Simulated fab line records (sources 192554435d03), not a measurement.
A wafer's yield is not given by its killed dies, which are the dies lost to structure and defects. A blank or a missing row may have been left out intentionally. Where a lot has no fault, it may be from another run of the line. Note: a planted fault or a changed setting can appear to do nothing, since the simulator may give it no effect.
fab line records	flow n5Finfet
record lots=3	wafers=9	lastDay=18
route steps=1938 shown WELL_APT@50 PMOS_HMC_CHANNEL_EPI@57 BEOL_M4@1111 PASSIVATION@1936
lots untouched by any fault: they come from a run of this same line in which no faults occurred
startH: hours from the record's opening day to when the first of the lot's shown wafers began	waitH: hours elapsed since this lot's preceding step	" identical to the entry in the row above	L1.1+2: a single row standing in for several wafers	- either no value or no given start	* or withheld: withheld	< > ~ a bound
route shown NAME@n: names a module that has steps shown in the file, with the first one's number in the route	usual: mean/standard deviation taken from wafers without a fault	same: alike in all rows	chamber/n: place in a boat	sites: the reading at each site	_std_site: standard deviation across them	_edge_site: the outer-site mean with the inner-site mean subtracted	radiusMm: how far each site lies from the wafer's centre	mask NAME#n: copy n	behind: the last tool/chamber to shape the wafer	hold: what put the lot on hold/how long, in hours/how the hold closed	device: whichever transistor did not switch (one of n, p or np)	end of line: tests of these same wafers at the route's end	a step without rows: its recipe alone	killed: at the first sort, the dies lost to defects and structure; wafer yield is something else	map: per-die view of a wafer (x killed, . not killed, _ where there is no die)
set.NAME: the setting as run; set.NAME@STEP: as run at that earlier step	model.NAME: the simulator's own value behind a step, which no gauge read
lots at some steps of the route; a table a step, a row a wafer
services: the hour from which a tool's chamber was out of use, counted from the record's first day as startH (under 0 if before that day), plus the number of hours and why
## steps
# step N5_WELL_APT_RTA_34
# recipe tempC=1000	timeS=10	ambient=N2	idleTempC=600	rampUpCPerS=150	rampDownCPerS=60	coolToC=600
# step N5_WELL_APT_OXIDE_STRIP_42
# recipe chemistry=dHF	dilution=25:1	timeS=45	tempC=25	target=SiO2	targetDepthA=120
# step N5_WELL_APT_PRECLEAN_36
# recipe chemistry=O3/DIW	timeS=45	tempC=22	o3Ppm=10
# step N5_WELL_APT_PRECLEAN_39
# recipe chemistry=dHF	timeS=60	dilution=150:1	tempC=25
# step N5_WELL_APT_SRD_37
# recipe dry=ipaMarangoni	doPpb=5	timeS=30	tempC=23	rinseLiquid=diw
# step N5_WELL_APT_EPI_41
# recipe material=Si	targetThkA=500	tempC=650	precursor=SiH4/H2	pressureTorr=20	timeS=297.7
# step N5_PMOS_HMC_CHANNEL_EPI_HM_DEP_34
# recipe material=SiO2	targetThkA=360	tempC=400	precursor=TEOS/O2	pressureTorr=6.5	rfW=900	teosFlowSccm=161.4	gas=O2	flowSccm=2650	timeS=6.9
# step N5_PMOS_HMC_CHANNEL_EPI_COAT_31
# recipe resist=BARC	tempC=205	timeS=60	spinRpm=1500	resistThkNm=66
# step N5_PMOS_HMC_CHANNEL_EPI_COAT_03
# recipe resist=CAR-ArF-block	spinRpm=1500	resistThkNm=205
# step N5_PMOS_HMC_CHANNEL_EPI_EBR_05
# recipe solvent=PGMEA	ebrWidthMm=1.5
# step N5_PMOS_HMC_CHANNEL_EPI_SOFTBAKE_04
# recipe tempC=110	timeS=60	resist=CAR-ArF-block
# step N5_PMOS_HMC_CHANNEL_EPI_EXPOSE_06
# recipe maskId=PMOS_HMC_BLK	na=1.35	sourceShape=conventional	sigmaOuter=0.8	polarization=unpolarized	targetCdNm=240	doseMj=41
# usual exposureDoseMJCm2=40.97/0.044
lot.wafer	tool	chamber	startH	waitH	mask	exposureDoseMJCm2
L999.3	arfiScanner-01	0	52.88	-	PMOS_HMC_BLK#0	41.03
L999.4	"	0	"	"	PMOS_HMC_BLK#0	40.99
L999.5	"	0	"	"	PMOS_HMC_BLK#0	40.97
L106.1	arfiScanner-03	0	95.10	-	PMOS_HMC_BLK#0	40.99
L106.2	"	0	"	"	PMOS_HMC_BLK#0	40.98
L106.5	"	0	"	"	PMOS_HMC_BLK#0	40.95
L116.1	arfiScanner-01	0	155.29	-	PMOS_HMC_BLK#0	36.88
L116.4	"	0	"	"	PMOS_HMC_BLK#0	36.90
L116.6	"	0	"	"	PMOS_HMC_BLK#0	36.89
# step N5_PMOS_HMC_CHANNEL_EPI_PEB_07
# recipe pebTempC=110	pebTimeS=60	resist=CAR-ArF-block
# step N5_PMOS_HMC_CHANNEL_EPI_DEVELOP_08
# recipe developTimeS=30	developer=TMAH	resist=CAR-ArF-block	devTempC=23	rinseLiquid=diw	dry=airSpin
# step N5_PMOS_HMC_CHANNEL_EPI_CD_MEAS_09
# recipe targetCdNm=237.4	landingEnergyEv=500	detector=seInlens
# usual cdNm=238.3/1
lot.wafer	tool	chamber	startH	waitH	cdNm
L999.3	cdSem-01	0	52.99	-	238.2
L999.4	"	0	"	"	237.3
L999.5	"	0	"	"	237.2
L106.1	cdSem-03	0	95.22	-	239.4
L106.2	"	0	"	"	238.5
L106.5	"	0	"	"	237.0
L116.1	cdSem-02	0	155.42	-	315.7
L116.4	"	0	"	"	309.3
L116.6	"	0	"	"	400.2
# step N5_PMOS_HMC_CHANNEL_EPI_DESCUM_14
# recipe chemistry=O2	timeS=7.9	sourcePowerW=50	biasPowerW=20	pressureMtorr=20	rfFrequencyHz=2.712e+07	tempC=40	resist=CAR-ArF-block	o2FlowSccm=225
# usual drypumpMotorCurrentA=5.80/0.3	oesProductAu=0.77/0.073	rfVppV=242.5/1.3	showerheadPlenumPTorr=2.05/0.052	throttleValvePct=20.45/0.21
lot.wafer	tool	chamber	startH	waitH	drypumpMotorCurrentA	oesProductAu	rfHoursCounterH	rfVppV	showerheadPlenumPTorr	throttleValvePct	model.PMOS_HMC_CHANNEL_EPI.cdNm
L999.3	rieDiel-03	3	53.13	0.1	5.70	0.79	130	242.9	2.01	20.53	238.3
L999.4	"	0	"	"	6.43	0.67	231	243.6	2.08	20.71	237.5
L999.5	"	1	"	"	5.96	0.79	-	244.1	2.09	20.21	237.3
L106.1	rieDiel-03	3	95.62	0.3	5.71	0.79	143	240.6	2.00	20.55	239.5
L106.2	"	2	"	"	6.04	0.72	172	241.1	1.99	20.35	238.5
L106.5	"	1	"	"	5.91	0.79	-	243.3	2.09	20.22	237.4
L116.1	rieDiel-03	0	155.82	0.3	6.42	0.96	1	241.9	2.07	20.41	315.8
L116.4	"	0	"	"	6.39	0.97	-	241.1	2.07	20.38	309.4
L116.6	"	2	"	"	6.04	0.70	-	241.8	1.99	20.38	400
# step N5_PMOS_HMC_CHANNEL_EPI_ETCH_32
# recipe chemistry=N2/H2	target=BARC	stopOn=SiO2	targetDepthA=858	overEtchFrac=0.3	timeS=50.3	ionEnergyEv=200	maskMaterial=CAR-ArF-block	pressureMtorr=30	sourceW=840	biasW=150	n2FlowSccm=200	h2FlowSccm=200
# step N5_PMOS_HMC_CHANNEL_EPI_HM_OPEN_15
# recipe chemistry=CHF3/O2	target=SiO2	maskMaterial=CAR-ArF-block	targetDepthA=406	CHF3_flow_sccm=50	O2_flow_sccm=5	Ar_flow_sccm=200	timeS=20.3	pressureMtorr=30	sourceW=650	biasW=170	ionEnergyEv=200
# step N5_PMOS_HMC_CHANNEL_EPI_STRIP_33
# recipe chemistry=N2/H2	powerW=500	tempC=40	pressureMtorr=50	rfFrequencyHz=6e+07	overashFraction=0.3	biasPowerW=8	h2Frac=0.5	n2FlowSccm=300	h2FlowSccm=300
# step N5_PMOS_HMC_CHANNEL_EPI_STRIP_17
# recipe chemistry=SPM	timeS=750	tempC=130	h2so4H2o2VolRatio=4	dry=ipaMarangoni
# step N5_PMOS_HMC_CHANNEL_EPI_ETCH_38
# recipe chemistry=CF4	target=SiO2	targetDepthA=15	ionEnergyEv=350	pressureMtorr=10	icpW=800	biasW=400	cf4FlowSccm=80
# step N5_PMOS_HMC_CHANNEL_EPI_FIN_RECESS_16
# recipe chemistry=HBr/Cl2	target=Si	maskMaterial=SiO2	targetDepthA=540	timeS=18	pressureMtorr=10	icpW=800	biasW=75	HBr_flow_sccm=150	Cl2_flow_sccm=80
# usual drypumpMotorCurrentA=5.33/0.27	oesProductAu=0.993/0.015	throttleValvePct=35.6/0.42
lot.wafer	tool	chamber	startH	waitH	drypumpMotorCurrentA	oesProductAu	rfHoursCounterH	throttleValvePct	model.PMOS_HMC_CHANNEL_EPI.cdNm
L999.3	rieSi-03	0	53.59	0.0	5.47	0.999	168	35.0	240
L999.4	"	2	"	"	5.25	0.991	93	35.7	239.8
L999.5	"	3	"	"	4.93	0.999	-	35.5	240.9
L106.1	rieSi-03	0	96.08	0.0	5.44	0.993	169	35.1	241.1
L106.2	"	3	"	"	4.98	0.992	63	35.5	242.7
L106.5	"	2	"	"	5.25	1.003	-	35.7	241.2
L116.1	rieSi-01	2	156.27	0.0	5.35	0.994	156	36.5	316.6
L116.4	"	0	"	"	5.53	1.017	-	35.7	310.6
L116.6	"	1	"	"	4.85	0.980	-	36.2	402.8
# step N5_PMOS_HMC_CHANNEL_EPI_PRECLEAN_36
# recipe chemistry=O3/DIW	timeS=45	tempC=22	o3Ppm=10
# step N5_BEOL_M4_RC_MEAS_101
# usual DIBL_N=35.8/2.2	DIBL_P=35.3/2.7	IOFF_N=0.16/0.043	IOFF_P=0.21/0.043	ION_N=676/15	ION_P=463/9.1	SS_N=71.4/0.77	SS_P=73.0/0.79	VT_N=250/4	VT_P=-249.8/2.8
lot.wafer	tool	chamber	startH	waitH	DIBL_N[mV/V]	DIBL_P[mV/V]	IOFF_N[nA/um]	IOFF_P[nA/um]	ION_N[uA/um]	ION_P[uA/um]	SS_N[mV/dec]	SS_P[mV/dec]	VT_N[mV]	VT_P[mV]
L999.3	prober-01	0	212.62	0.3	34.6	34.5	0.15	0.17	688	473	71.4	72.3	247	-251.9
L999.4	"	0	"	"	36.0	35.7	0.16	0.18	641	442	72.2	73.2	254	-254.5
L999.5	"	0	"	"	36.1	36.4	0.16	0.19	677	459	71.7	73.5	250	-250.0
L106.1	prober-01	0	262.35	0.0	37.3	36.7	0.20	0.25	697	471	71.7	73.8	246	-248.5
L106.2	"	0	"	"	40.0	38.6	0.24	0.28	671	456	73.6	74.4	248	-246.2
L106.5	"	0	"	"	41.0	42.9	0.32	0.38	720	480	73.0	74.9	239	-241.7
# step N5_PASSIVATION_PROBE_49
# usual killed_at_M0_to_M3=34/11	killed_at_M4_up=14/5.6	killedAtContacts=13/5.9	killedAtFrontEnd=40/11	killedAtOther=4/3.1	killedDies=105/16	killedOnRim=14/4.2	killedOpen=68/11	killedShort=34/8.4
# same grossDies=1180	killedAtBackSide=0
lot.wafer	tool	chamber	startH	waitH	killed_at_M0_to_M3	killed_at_M4_up	killedAtContacts	killedAtFrontEnd	killedAtOther	killedDies	killedOnRim	killedOpen	killedShort
L999.3	prober-01	-	317.55	0.1	35	16	9	51	1	112	17	74	35
L999.4	prober-01	-	317.60	0.2	36	10	13	23	0	82	10	43	39
L999.5	prober-01	-	317.65	0.2	31	13	13	42	1	100	16	62	38
L106.1	prober-01	-	389.25	0.0	41	16	17	35	5	114	12	79	34
L106.2	prober-01	-	389.30	0.1	39	9	18	44	4	114	14	77	36
L106.5	prober-01	-	389.45	0.2	40	19	15	51	6	131	10	88	41
L116.1	prober-02	-	442.80	0.0	22	32	15	1111	0	1180	152	81	44
L116.4	prober-02	-	442.95	0.2	23	23	12	1121	1	1180	152	72	40
L116.6	prober-02	-	443.05	0.3	17	27	9	1121	6	1180	152	86	53
# killed by level:class
L999.3 FIN_SAQP:geometricParticle:open=12 BEOL_M4:geometricParticle:open=11 BEOL_M1:geometricParticle:open=9 MOL_CONTACT_COAG:geometricParticle:open=8 BEOL_M0_SAQP:geometricParticle:open=8 GATE_CUT:geometricParticle:short=7 FIN_SAQP:geometricParticle:short=5 FIN_CUT:geometricParticle:open=5
L999.4 MOL_CONTACT_COAG:geometricParticle:open=11 BEOL_M1:geometricParticle:short=8 BEOL_M3:geometricParticle:short=6 BEOL_M3:geometricParticle:open=6 BEOL_M0_SAQP:geometricParticle:open=5 GATE_CUT:geometricParticle:open=4 GATE_CUT:geometricParticle:short=4 BEOL_M0_SAQP:geometricParticle:short=4
L999.5 FIN_SAQP:geometricParticle:open=13 MOL_CONTACT_COAG:geometricParticle:open=9 FIN_SAQP:geometricParticle:short=7 BEOL_M1:geometricParticle:open=7 STI_FIN_REVEAL:geometricParticle:open=6 BEOL_M0_SAQP:geometricParticle:short=6 BEOL_M0:geometricParticle:open=5 BEOL_M4:geometricParticle:open=5
L106.1 MOL_CONTACT_COAG:geometricParticle:open=15 BEOL_M0_SAQP:geometricParticle:open=14 BEOL_M1:geometricParticle:open=9 FIN_SAQP:geometricParticle:short=8 BEOL_M4:geometricParticle:open=8 BEOL_M0_SAQP:geometricParticle:short=7 DUMMY_GATE:geometricParticle:open=5 GATE_CUT:geometricParticle:open=4
L106.2 MOL_CONTACT_COAG:geometricParticle:open=17 STI_FIN_REVEAL:geometricParticle:open=11 BEOL_M0_SAQP:geometricParticle:open=10 BEOL_M0:geometricParticle:open=10 FIN_SAQP:geometricParticle:short=9 BEOL_M0_SAQP:geometricParticle:short=8 BEOL_M4:geometricParticle:open=7 STARTING-WAFER:geometricParticle:short=5
L106.5 STI_FIN_REVEAL:geometricParticle:open=16 MOL_CONTACT_COAG:geometricParticle:open=12 BEOL_M4:geometricParticle:open=12 BEOL_M0_SAQP:geometricParticle:open=11 BEOL_M0_SAQP:geometricParticle:short=11 DUMMY_GATE:geometricParticle:open=9 BEOL_M1:geometricParticle:open=7 FIN_SAQP:geometricParticle:short=6
L116.1 PMOS_HMC_CHANNEL_EPI:areaExpose=1055 FIN_SAQP:geometricParticle:open=20 FIN_SAQP:geometricParticle:short=19 MOL_CONTACT_COAG:geometricParticle:open=12 BEOL_M4:geometricParticle:open=10 BEOL_M5:geometricParticle:open=9 STI_FIN_REVEAL:geometricParticle:open=8 BEOL_M1:geometricParticle:open=6
L116.4 PMOS_HMC_CHANNEL_EPI:areaExpose=1068 FIN_SAQP:geometricParticle:short=17 FIN_SAQP:geometricParticle:open=16 BEOL_M4:geometricParticle:open=15 BEOL_M2:geometricParticle:open=9 MOL_CONTACT_COAG:geometricParticle:open=8 GATE_CUT:geometricParticle:open=5 BEOL_M3:geometricParticle:open=5
L116.6 PMOS_HMC_CHANNEL_EPI:areaExpose=1041 FIN_SAQP:geometricParticle:open=19 STI_FIN_REVEAL:geometricParticle:open=19 FIN_SAQP:geometricParticle:short=17 BEOL_M4:geometricParticle:open=15 BEOL_M4:geometricParticle:short=8 MOL_CONTACT_COAG:geometricParticle:open=7 GATE_CUT:geometricParticle:short=7
# map L116.1 (x killed, . not)
_________________xxxxxxxxxxxx________________
______________xxxxxxxxxxxxxxxxxx_____________
___________xxxxxxxxxxxxxxxxxxxxxxxx__________
__________xxxxxxxxxxxxxxxxxxxxxxxxxx_________
________xxxxxxxxxxxxxxxxxxxxxxxxxxxxxx_______
_______xxxxxxxxxxxxxxxxxxxxxxxxxxxxxxxx______
______xxxxxxxxxxxxxxxxxxxxxxxxxxxxxxxxxx_____
_____xxxxxxxxxxxxxxxxxxxxxxxxxxxxxxxxxxxx____
____xxxxxxxxxxxxxxxxxxxxxxxxxxxxxxxxxxxxxx___
___xxxxxxxxxxxxxxxxxxxxxxxxxxxxxxxxxxxxxxxx__
___xxxxxxxxxxxxxxxxxxxxxxxxxxxxxxxxxxxxxxxx__
__xxxxxxxxxxxxxxxxxxxxxxxxxxxxxxxxxxxxxxxxxx_
__xxxxxxxxxxxxxxxxxxxxxxxxxxxxxxxxxxxxxxxxxx_
_xxxxxxxxxxxxxxxxxxxxxxxxxxxxxxxxxxxxxxxxxxxx
_xxxxxxxxxxxxxxxxxxxxxxxxxxxxxxxxxxxxxxxxxxxx
_xxxxxxxxxxxxxxxxxxxxxxxxxxxxxxxxxxxxxxxxxxxx
_xxxxxxxxxxxxxxxxxxxxxxxxxxxxxxxxxxxxxxxxxxxx
_xxxxxxxxxxxxxxxxxxxxxxxxxxxxxxxxxxxxxxxxxxxx
_xxxxxxxxxxxxxxxxxxxxxxxxxxxxxxxxxxxxxxxxxxxx
_xxxxxxxxxxxxxxxxxxxxxxxxxxxxxxxxxxxxxxxxxxxx
_xxxxxxxxxxxxxxxxxxxxxxxxxxxxxxxxxxxxxxxxxxxx
__xxxxxxxxxxxxxxxxxxxxxxxxxxxxxxxxxxxxxxxxxx_
__xxxxxxxxxxxxxxxxxxxxxxxxxxxxxxxxxxxxxxxxxx_
___xxxxxxxxxxxxxxxxxxxxxxxxxxxxxxxxxxxxxxxx__
___xxxxxxxxxxxxxxxxxxxxxxxxxxxxxxxxxxxxxxxx__
____xxxxxxxxxxxxxxxxxxxxxxxxxxxxxxxxxxxxxx___
_____xxxxxxxxxxxxxxxxxxxxxxxxxxxxxxxxxxxx____
______xxxxxxxxxxxxxxxxxxxxxxxxxxxxxxxxxx_____
_______xxxxxxxxxxxxxxxxxxxxxxxxxxxxxxxx______
________xxxxxxxxxxxxxxxxxxxxxxxxxxxxxx_______
__________xxxxxxxxxxxxxxxxxxxxxxxxxx_________
___________xxxxxxxxxxxxxxxxxxxxxxxx__________
______________xxxxxxxxxxxxxxxxxx_____________
_________________xxxxxxxxxxxx________________
# map L999.3 (x killed, . not)
_________________............________________
______________.............x..x._____________
___________....x..x...x....x.......__________
__________........................x._________
________x..................x...x..x..._______
_______x.x.......x..............x......______
______..................x..xx..x.x......_____
_____......x.............x..x............____
____...............x......................___
___.x...........................x..........__
___....x.............x....................x__
__.x...............x..x...x.......x.x...x..x_
__x...................x...............x.xxx._
_........x.......x.x...........x.............
_...x.........x...................x..........
_....................x.xx....................
_......x...x........................x.......x
_.xx.....x....x............x...............x.
_.......x....xx..x..................x........
_...x..x.....................................
_x........x..................................
__...x..................x........x......x..._
__........xx.x....x...x...x......x....x.x..._
___.......................x................__
___..........x...........x................x__
____.................xx...................___
_____x....x..........x.....x.............____
______x.......x........................._____
_______....................x..x........______
________x....x.......x..x.x..........._______
__________.x.x.........xx........x.._________
___________....x...................__________
______________...x.........x...._____________
_________________............________________
## services
tool	chamber	startH	hours	kind
arfiScanner-01	-	29.47	1.3	pm
arfiScanner-01	-	30.77	1.0	pm
arfiScanner-03	-	33.31	1.0	pm
arfiScanner-01	-	49.72	2.0	repair
rieSi-01	2	52.77	12.3	repair
arfiScanner-01	0	59.64	-	calibration
rieSi-03	0	62.68	2.8	repair
arfiScanner-03	-	86.37	1.3	pm
arfiScanner-03	-	87.67	0.8	pm
arfiScanner-03	-	99.57	1.0	pm
arfiScanner-01	-	105.51	4.9	pm
arfiScanner-03	0	111.34	-	calibration
rieDiel-03	0	116.90	-	clean
rieDiel-03	0	116.90	-	consumableReplace:esc
rieDiel-03	0	116.90	-	consumableReplace:focusRing
rieDiel-03	0	116.90	35.8	scheduledDown
rieDiel-03	0	116.90	35.8	ventCycle
rieSi-01	-	117.01	2.8	pm
arfiScanner-01	-	118.40	1.3	pm
arfiScanner-01	-	119.70	1.0	pm
arfiScanner-03	-	123.68	32.1	repair
rieSi-01	3	149.30	-	clean
rieDiel-03	1	154.43	5.8	repair
arfiScanner-01	-	155.77	0.8	pm
## key
firstSign step=N5_PMOS_HMC_CHANNEL_EPI_EXPOSE_06	reading=exposureDoseMJCm2	direction=down	sigmas=93	usual=40.97	struck=36.89
effect step=N5_PMOS_HMC_CHANNEL_EPI_CD_MEAS_09	reading=cdNm	direction=up	sigmas=99+	usual=238.3	struck=341.7	through=controlLoop
effect step=N5_PASSIVATION_PROBE_49	reading=killedAtFrontEnd	direction=up	sigmas=97	usual=40	struck=1118
modelEffect step=N5_PMOS_HMC_CHANNEL_EPI_DESCUM_14	value=PMOS_HMC_CHANNEL_EPI.cdNm	without=237.8	struck=341.7
modelEffect step=N5_PMOS_HMC_CHANNEL_EPI_FIN_RECESS_16	value=PMOS_HMC_CHANNEL_EPI.cdNm	without=239.4	struck=343.3
moreKillsBornAt N5_PMOS_HMC_CHANNEL_EPI_EXPOSE_06@arfiScanner-01=3164
metAt N5_PMOS_HMC_CHANNEL_EPI_EXPOSE_06
struckWafers L116.1,L116.4,L116.6
laterRowsLeftOut L116.1,L116.4,L116.6
testerLeftOut L116
loopTrim step=N5_PMOS_HMC_CHANNEL_EPI_EXPOSE_06	setting=dose	lots=L116
onsetBetween 52.88 155.29
fault kind=processParameterDrift	tool=arfiScanner-01	chamber=-	onsetH=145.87	steps=N5_PMOS_HMC_CHANNEL_EPI_EXPOSE_06	channel=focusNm	offset=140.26	spreadByWafer=0.3	shape=step	endH=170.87
# testerLeftOut: of these lots the tester's yield and bins aren't shown, on N5 and GAA mostly nor the transistor test; their killed dies are dies lost to structure and defects alone, not to doping, threshold or leakage, so they don't give the yield
# laterRowsLeftOut: the simulator's readings of these wafers behind a module that went badly wrong aren't trusted and aren't shown, but for the sort
# loopTrim: a control loop set the setting to another value than it would have without faults
